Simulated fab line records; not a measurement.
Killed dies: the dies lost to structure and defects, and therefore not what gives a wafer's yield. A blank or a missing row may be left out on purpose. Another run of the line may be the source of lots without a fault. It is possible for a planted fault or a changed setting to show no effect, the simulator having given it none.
Split-lot experiment    flow n5-finfet    21 wafers read from 7 lots, route of 1938 steps

ABOUT THE SPLIT
At N5_BEOL_M10_TRENCH_ETCH_37 (etches SiCOH lowk in C4F6/O2, target depth 148.83 nm, time 48 s), the setting source-w was moved away from the recipe's 345 W on 11 of the 21 wafers read, by -16.6% to +15.4%. This setting was run at the recipe's value on the other wafers.

FROM THE SPLIT TO THE READING: what the file shows between them, 8 steps
- N5_BEOL_M10_ETCH_41: etches SiCN in CH3F/O2, target depth 42.6 nm, time 86 s
- N5_BEOL_M10_STRIP_77: strips in N2/H2, time 10 s
- N5_BEOL_M10_ECD_50: material Cu, target thk 318 nm
- N5_BEOL_M10_ANNEAL_51: time 90 s
- N5_BEOL_M10_CMP_52: polishes, stops on SiCOH lowk, t overpolish 7 s, target thk 140 nm
- N5_BEOL_M10_THK_MEAS_53: measures by xrf
- N5_BEOL_M10_PRE_CLEAN_55: time 15 s
- N5_BEOL_M10_DEP_56: deposits SiCN from 3MS/NH3, target thk 15 nm, time 26.5 s

THE READING
M10_RS (ohm/sq), read at N5_BEOL_M10_RS_MEAS_57 with a four-point probe. Fault-free wafers of this fab line usually give 0.152 ohm/sq, standard deviation 0.0038 ohm/sq.

wafer   tool, chamber at the split  source-w as run, W  against the recipe  M10_RS, ohm/sq  against lot-mates on the recipe
L075.4  rie-diel-03, 3,2            313.3               -9.2%               0.159           +0.008
L075.5  rie-diel-03, 3,2            313.3               -9.2%               0.157           +0.006
L075.6  rie-diel-03, 3              345                 recipe              0.151           -
L076.2  rie-diel-05, 0,3            385.7               +11.8%              0.142           -0.007
L076.3  rie-diel-05, 0,3            385.7               +11.8%              0.143           -0.006
L076.5  rie-diel-05, 3              345                 recipe              0.149           -
L077.2  rie-diel-05, 2,1,0          345                 recipe              0.158           -
L077.3  rie-diel-05, 2,1,0          345                 recipe              0.157           -
L077.6  rie-diel-05, 2,1,0          345                 recipe              0.149           -
L080.2  rie-diel-03, 1              345                 recipe              0.148           -
L080.3  rie-diel-03, 2,3            287.8               -16.6%              0.162           +0.014
L080.5  rie-diel-03, 2,3            287.8               -16.6%              0.164           +0.016
L087.1  rie-diel-03, 1,0            361.1               +4.7%               0.147           -0.002
L087.3  rie-diel-03, 1,0            361.1               +4.7%               0.148           -0.001
L087.4  rie-diel-03, 2              345                 recipe              0.149           -
L092.4  rie-diel-04, 1,0            345                 recipe              0.153           -
L092.5  rie-diel-04, 3              398.2               +15.4%              0.142           -0.010
L092.6  rie-diel-04, 1,0            345                 recipe              0.151           -
L097.1  rie-diel-05, 2,0            367.7               +6.6%               0.155           +0.003
L097.4  rie-diel-05, 2,0            367.7               +6.6%               0.149           -0.003
L097.6  rie-diel-05, 0              345                 recipe              0.152           -
If several chambers appear in one row, that row covers several wafers at once and the file leaves open which wafer was in which chamber.

FIT RESULTS
A straight line over all 21 wafers: M10_RS changes by -0.000656 ohm/sq for each +1% of source-w; r = -0.88; the points scatter about the line by 0.0031 ohm/sq.
The same after taking each lot's own level away (the mean of its wafers on the recipe; 21 wafers): -0.000703 ohm/sq for each +1%; r = -0.92; scatter 0.0025 ohm/sq.
On that fit, the largest move of source-w shifts the reading by 0.012 ohm/sq.
From 0.1480 to 0.1547 ohm/sq: that is the span of the lots' own levels, equal to 1.8 times the standard deviation above.
The two slopes agree, so the slope changes little with the lot-to-lot level.
Check: with one of the wafers moved furthest among these (-16.6%) left out of the fit, the line predicts +0.0124 ohm/sq for it against its lot-mates. It came out at +0.014 ohm/sq against them.

ADDITIONAL SPLITS CARRIED BY THESE WAFERS
Note: prior to the reading, these wafers also went through further splits. Each is held against what the fit with the lots' levels taken away leaves over:
other split on the same wafers      wafers away from the commonest value  r with M10_RS (lot level and that fit taken away)
N5_BEOL_M7_COAT_22 spin-rpm         6                                     -0.06
N5_BEOL_M8_ETCH_65 source-w         12                                    +0.17
N5_BEOL_M8_TRENCH_ETCH_37 bias-w    8                                     +0.08
N5_BEOL_M9_COAT_60 spin-rpm         7                                     -0.03
N5_BEOL_M9_TRENCH_ETCH_37 source-w  7                                     +0.12

THE WHOLE CHAIN: every reading that the file lists as answering this split, in the file's order
step                     what it does                                                        reading                                                                        change (the file's fit)                r (the file's)
N5_BEOL_M10_CMP_52       polishes, stops on SiCOH lowk, t overpolish 7 s, target thk 140 nm  Cu_of_BEOL_M10_ECD_50.thk-nm (the simulator's own value, which no gauge read)  +0.575 nm for each +1% of the setting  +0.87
N5_BEOL_M10_THK_MEAS_53  measures by xrf                                                     M10_THK                                                                        +0.581 for each +1% of the setting     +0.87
N5_BEOL_M10_RS_MEAS_57   measures by four-point-probe                                        M10_RS                                                                         -0.000686 for each +1% of the setting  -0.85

THE FILE'S OWN FIT
M10_RS changes by -0.000686 ohm/sq for each +1% of source-w, r = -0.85.
